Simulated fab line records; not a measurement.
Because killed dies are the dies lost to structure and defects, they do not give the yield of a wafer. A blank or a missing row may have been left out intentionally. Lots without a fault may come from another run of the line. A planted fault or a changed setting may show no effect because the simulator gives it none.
Chamber matching	flow n5-finfet	cvd-co-02 running N5_BEOL_M5_PRE_CLEAN_77: 3 sister chambers
The step time 15 s. 3 wafers are shown with their chamber, then 12 later ones without.

WAFERS, EACH WITH ITS CHAMBER
wafer	chamber	heater-power-w (W)
L088.6	0	81
L089.1	1	77
L089.5	2	95

WAFERS WITH NO CHAMBER GIVEN
wafer	heater-power-w (W)
L091.1	84
L091.5	80
L091.6	74
L092.4	79
L092.5	95
L092.6	77
L094.2	81
L094.4	95
L094.6	97
L097.4	93
L097.5	80
L097.6	76

THE CHAMBER EACH PASSED THROUGH
wafer	from the rows above	in truth
L091.1	0	0
L091.5	can't be placed: 0 or 1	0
L091.6	1	1
L092.4	can't be placed: 0 or 1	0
L092.5	2	2
L092.6	1	1
L094.2	0	0
L094.4	2	2
L094.6	2	2
L097.4	2	2
L097.5	can't be placed: 0 or 1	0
L097.6	1	1
Placed correctly: 9 of 12. Can't be placed from these rows: 3 (the true chamber is among the candidates in 3). Wrongly placed: 0.
How it was worked out, from the rows above alone: a wafer's distance from a chamber is the root of the sum, over the readings, of the square of ((its reading less the chamber's mean) divided by the reading's scatter). If the next closest chamber is less than 2 further off than the closest, the wafer can't be placed; otherwise it belongs to the closest. Each chamber's mean is taken over the wafers shown for it. The scatter (one wafer shown for each chamber): square how far every hidden wafer sits from the nearest shown wafer, average those squares and take the square root.
